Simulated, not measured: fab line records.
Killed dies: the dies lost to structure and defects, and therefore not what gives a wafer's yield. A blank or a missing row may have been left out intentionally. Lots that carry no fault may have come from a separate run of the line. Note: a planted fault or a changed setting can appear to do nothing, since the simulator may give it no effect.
Chamber matching + flow nandHarc + pecvd-01 running NHARC_A_BONDPAD_DEP_00: 3 sister chambers
The step deposits SiCN, target thk 250 nm. 3 wafers are shown with their chamber, then 7 later ones without.

== WAFERS, EACH WITH ITS CHAMBER ==
| wafer  | chamber | heaterPowerW (W) |
|--------|---------|------------------|
| L086.6 | 1       | 479              |
| L093.1 | 0       | 584              |
| L093.3 | 2       | 503              |

== WAFERS WITHOUT THEIR CHAMBER ==
| wafer  | heaterPowerW (W) |
|--------|------------------|
| L093.4 | 522              |
| L094.2 | 524              |
| L094.4 | 589              |
| L094.6 | 545              |
| L097.1 | 550              |
| L097.2 | 633              |
| L097.3 | 500              |

== CHAMBER TAKEN BY EACH ==
| wafer  | from the rows above          | in truth                   |
|--------|------------------------------|----------------------------|
| L093.4 | can't be placed: 2 or 1 or 0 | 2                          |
| L094.2 | can't be placed: 2 or 1 or 0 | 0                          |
| L094.4 | 0                            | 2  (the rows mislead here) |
| L094.6 | can't be placed: 0 or 2 or 1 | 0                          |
| L097.1 | can't be placed: 0 or 2 or 1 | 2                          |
| L097.2 | 0                            | 0                          |
| L097.3 | can't be placed: 2 or 1      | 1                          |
Placed correctly: 1 of 7. Unplaceable from these rows: 5, with the true chamber sitting among the candidates in 5. Number placed wrongly: 1.
How it was worked out, from the rows above alone: a wafer's distance from a chamber is the root of the sum, over the readings, of the square of ((its reading less the chamber's mean) divided by the reading's scatter). The wafer belongs to the nearest chamber; if the next one is less than 2 further off, it can't be placed. Each chamber's mean is taken over the wafers shown for it. The scatter: root of mean squared gap, hidden wafer to nearest shown wafer, with one shown wafer a chamber.
